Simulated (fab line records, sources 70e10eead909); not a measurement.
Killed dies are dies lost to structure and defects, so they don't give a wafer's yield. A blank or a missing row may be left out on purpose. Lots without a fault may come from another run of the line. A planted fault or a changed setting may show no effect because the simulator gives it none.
Which tool did it? | flow nand_harc | 14 lots, 40 wafers sampled, at 4 steps of a route of 1302

WHAT THE GAUGES READ, wafer by wafer
The record holds no reading of a measuring or inspecting step that can be judged against a usual standard deviation.

WHICH TOOL RAN EACH LOT (tool, then ch and the chambers of the sampled wafers, then the start)
lot  | NHARC_A_CONTACT_ETCH_76            | NHARC_A_CONTACT_ETCH_77                       | NHARC_A_CONTACT_ETCH_124             | NHARC_A_CONTACT_ETCH_130
L257 | rie_diel-03 ch 1,2,3, day 21 21:01 | rie_diel-03 ch 0,1, day 21 22:19 or earlier   | har_cap_etch-03 ch 0,1, day 21 22:19 | har_cap_etch-03 ch 0,1, day 21 23:24
L258 | rie_diel-04 ch 0,3, day 22 16:37   | rie_diel-04 ch 1,3, day 22 18:16 or earlier   | har_cap_etch-02 ch 0,1, day 22 18:16 | har_cap_etch-02 ch 0,1, day 22 19:21
L264 | rie_diel-11 ch 2,3, day 24 22:48   | rie_diel-11 ch 0,2, day 25 00:11 or earlier   | har_cap_etch-03 ch 0,1, day 25 00:11 | har_cap_etch-03 ch 0,1, day 25 01:16
L265 | rie_diel-11 ch 1,2, day 25 15:17   | rie_diel-11 ch 0,3, day 25 16:40 or earlier   | har_cap_etch-01 ch 0,1, day 25 16:40 | har_cap_etch-01 ch 0,1, day 25 17:46
L269 | rie_diel-03 ch 0,1, day 26 10:51   | rie_diel-03 ch 0,1,3, day 26 12:14 or earlier | har_cap_etch-01 ch 0,1, day 26 12:14 | har_cap_etch-01 ch 0,1, day 26 13:19
L270 | rie_diel-03 ch 1,2,3, day 26 19:35 | rie_diel-03 ch 0,3, day 26 20:53 or earlier   | har_cap_etch-03 ch 0,1, day 26 20:53 | har_cap_etch-03 ch 0,1, day 26 21:58
L272 | rie_diel-04 ch 0,2,3, day 27 16:55 | rie_diel-04 ch 1,2,3, day 27 18:17 or earlier | har_cap_etch-03 ch 0,1, day 27 18:17 | har_cap_etch-03 ch 0,1, day 27 19:22
L273 | rie_diel-03 ch 1,2, day 29 00:38   | rie_diel-03 ch 0,1,3, day 29 02:02 or earlier | har_cap_etch-03 ch 0,1, day 29 02:02 | har_cap_etch-03 ch 0,1, day 29 03:07
L278 | rie_diel-03 ch 0,1,3, day 29 19:08 | rie_diel-03 ch 0,1,3, day 29 20:30 or earlier | har_cap_etch-02 ch 0,1, day 29 20:30 | har_cap_etch-02 ch 0,1, day 29 21:35
L275 | rie_diel-03 ch 0,2,3, day 29 20:34 | rie_diel-03 ch 2,3, day 29 22:22 or earlier   | har_cap_etch-01 ch 0,1, day 29 22:22 | har_cap_etch-01 ch 0,1, day 29 23:27
L276 | rie_diel-04 ch 0,1,3, day 29 21:53 | rie_diel-04 ch 0,1,3, day 29 23:10 or earlier | har_cap_etch-03 ch 0,1, day 29 23:10 | har_cap_etch-03 ch 0,1, day 30 00:15
L277 | rie_diel-03 ch 0,1,3, day 30 12:17 | rie_diel-03 ch 0,1,3, day 30 13:37 or earlier | har_cap_etch-02 ch 0,1, day 30 13:37 | har_cap_etch-02 ch 0,1, day 30 14:42
L279 | rie_diel-11 ch 1,2,3, day 31 17:33 | rie_diel-11 ch 2,3, day 31 19:02 or earlier   | har_cap_etch-03 ch 0,1, day 31 19:02 | har_cap_etch-03 ch 0,1, day 31 20:07
L280 | rie_diel-04 ch 1,2,3, day 31 19:54 | rie_diel-04 ch 1,3, day 31 21:18 or earlier   | har_cap_etch-01 ch 0,1, day 31 21:18 | har_cap_etch-01 ch 0,1, day 31 22:23
- NHARC_A_CONTACT_ETCH_76: etches the open film in N2/H2, target depth 260 nm, time 475.3 s.
- NHARC_A_CONTACT_ETCH_77: etches the open film in CF4/CHF3, target depth 108.9 nm, time 54.5 s.
- NHARC_A_CONTACT_ETCH_124: etches the open film in C4F8/O2/Ar, time 140 s, target depth 700 nm.
- NHARC_A_CONTACT_ETCH_130: etches the open film in C4F8/O2/Ar, time 197 s, target depth 1918 nm.

WHAT THE TOOLS THEMSELVES READ (means of the sampled wafers that have a number; where no wafer has one, the mark that the record gives instead)
NHARC_A_CONTACT_ETCH_76.
lot  | tool        | drypump_motor_current_A (A) | oes_product_au (a.u.) | rf_vpp_V (V) | run_length_s (s) | showerhead_plenum_p_Torr (Torr) | throttle_valve_pct (%)
L257 | rie_diel-03 | 6.2                         | 0.993                 | 431.3        | 496.3            | 2.08                            | 14.173
L258 | rie_diel-04 | 5.2                         | 1.005                 | 429.9        | 496.8            | 2.03                            | 14.178
L264 | rie_diel-11 | 5.8                         | 1.002                 | 433.1        | 429.0            | 2.15                            | 14.172
L265 | rie_diel-11 | 5.8                         | 1.008                 | 431.5        | 428.9            | 2.08                            | 14.175
L269 | rie_diel-03 | 5.9                         | 0.997                 | 432.5        | 496.1            | 2.10                            | 14.166
L270 | rie_diel-03 | 6.2                         | 1.010                 | 430.8        | 496.5            | 2.07                            | 14.174
L272 | rie_diel-04 | 5.5                         | 1.000                 | 430.8        | 496.7            | 2.04                            | 14.170
L273 | rie_diel-03 | 6.0                         | 1.012                 | 429.6        | 496.8            | 2.03                            | 14.170
L278 | rie_diel-03 | 6.0                         | 1.003                 | 431.3        | 496.3            | 2.09                            | 14.173
L275 | rie_diel-03 | 5.9                         | 0.997                 | 429.8        | 496.3            | 2.04                            | 14.166
L276 | rie_diel-04 | 5.4                         | 1.010                 | 429.8        | 496.7            | 2.04                            | 14.171
L277 | rie_diel-03 | 6.0                         | 1.003                 | 432.5        | 496.1            | 2.09                            | 14.167
L279 | rie_diel-11 | 5.8                         | 1.003                 | 431.2        | 497.0            | 2.06                            | 14.157
L280 | rie_diel-04 | 5.6                         | 1.003                 | 430.8        | 496.7            | 2.02                            | 14.168

NHARC_A_CONTACT_ETCH_77.
lot  | tool        | drypump_motor_current_A (A) | oes_product_au (a.u.) | rf_vpp_V (V) | run_length_s (s) | showerhead_plenum_p_Torr (Torr) | throttle_valve_pct (%)
L257 | rie_diel-03 | 5.5                         | 0.917                 | 371.7        | 75.6             | 1.61                            | 16.802
L258 | rie_diel-04 | 5.2                         | 0.928                 | 369.9        | 76.3             | 1.56                            | 16.797
L264 | rie_diel-11 | 5.5                         | 0.945                 | 370.5        | 76.2             | 1.57                            | 16.812
L265 | rie_diel-11 | 5.5                         | 0.932                 | 369.3        | 76.3             | 1.54                            | 16.805
L269 | rie_diel-03 | 6.0                         | 0.921                 | 371.3        | 75.5             | 1.61                            | 16.795
L270 | rie_diel-03 | 6.1                         | 0.923                 | 372.2        | 75.5             | 1.61                            | 16.805
L272 | rie_diel-04 | 5.5                         | 0.922                 | 370.1        | 76.0             | 1.57                            | 16.808
L273 | rie_diel-03 | 6.0                         | 0.958                 | 371.2        | 75.7             | 1.61                            | 16.803
L278 | rie_diel-03 | 6.0                         | 0.964                 | 371.5        | 75.5             | 1.61                            | 16.798
L275 | rie_diel-03 | 6.3                         | 0.935                 | 370.5        | 75.8             | 1.59                            | 16.808
L276 | rie_diel-04 | 5.4                         | 0.933                 | 370.1        | 75.8             | 1.57                            | 16.798
L277 | rie_diel-03 | 6.0                         | 0.970                 | 372.3        | 75.4             | 1.61                            | 16.800
L279 | rie_diel-11 | 5.8                         | 0.933                 | 373.5        | 76.4             | 1.65                            | 16.803
L280 | rie_diel-04 | 5.5                         | 0.961                 | 369.8        | 75.8             | 1.57                            | 16.800

NHARC_A_CONTACT_ETCH_124.
lot  | tool            | run_length_s (s)
L257 | har_cap_etch-03 | 141.7
L258 | har_cap_etch-02 | 141.0
L264 | har_cap_etch-03 | 141.8
L265 | har_cap_etch-01 | 141.6
L269 | har_cap_etch-01 | 141.3
L270 | har_cap_etch-03 | 141.5
L272 | har_cap_etch-03 | 141.5
L273 | har_cap_etch-03 | 141.6
L278 | har_cap_etch-02 | 141.1
L275 | har_cap_etch-01 | 141.5
L276 | har_cap_etch-03 | 141.7
L277 | har_cap_etch-02 | 140.9
L279 | har_cap_etch-03 | 141.9
L280 | har_cap_etch-01 | 141.4

THE ANSWER, worked out from the rows above alone
Rule: what is usual is taken from the lots themselves. Put in order of their means at a reading, lots are off if they are a third of the lots or fewer, leave a main group of 4 or more, and stand apart from it by a gap of 3 or more times the standard deviation of the main group's means; of several such gaps the widest counts. A main group whose means are all the same, to the digits that the tables above print for the reading, isn't used. A lot without any number at a reading at which 4 lots or more have one is off too. The other lots that the step has rows for count as sound. The gauges are gone through in route order, then the tools' own readings, and for those a lot's mean is taken as printed above. The first step at which some lot is off is used, and at that step the reading that is off furthest; a lot without a number counts as furthest.
Off: L264, L265, at NHARC_A_CONTACT_ETCH_76 (run_length_s). The main group: mean 496.5 s, standard deviation 0.29.
A tool fits if, at that step or a process step before it, it ran every lot that is off, and no sound lot after the first of them. None of those tried fits.

WHAT THE SIMULATOR HAD PUT IN
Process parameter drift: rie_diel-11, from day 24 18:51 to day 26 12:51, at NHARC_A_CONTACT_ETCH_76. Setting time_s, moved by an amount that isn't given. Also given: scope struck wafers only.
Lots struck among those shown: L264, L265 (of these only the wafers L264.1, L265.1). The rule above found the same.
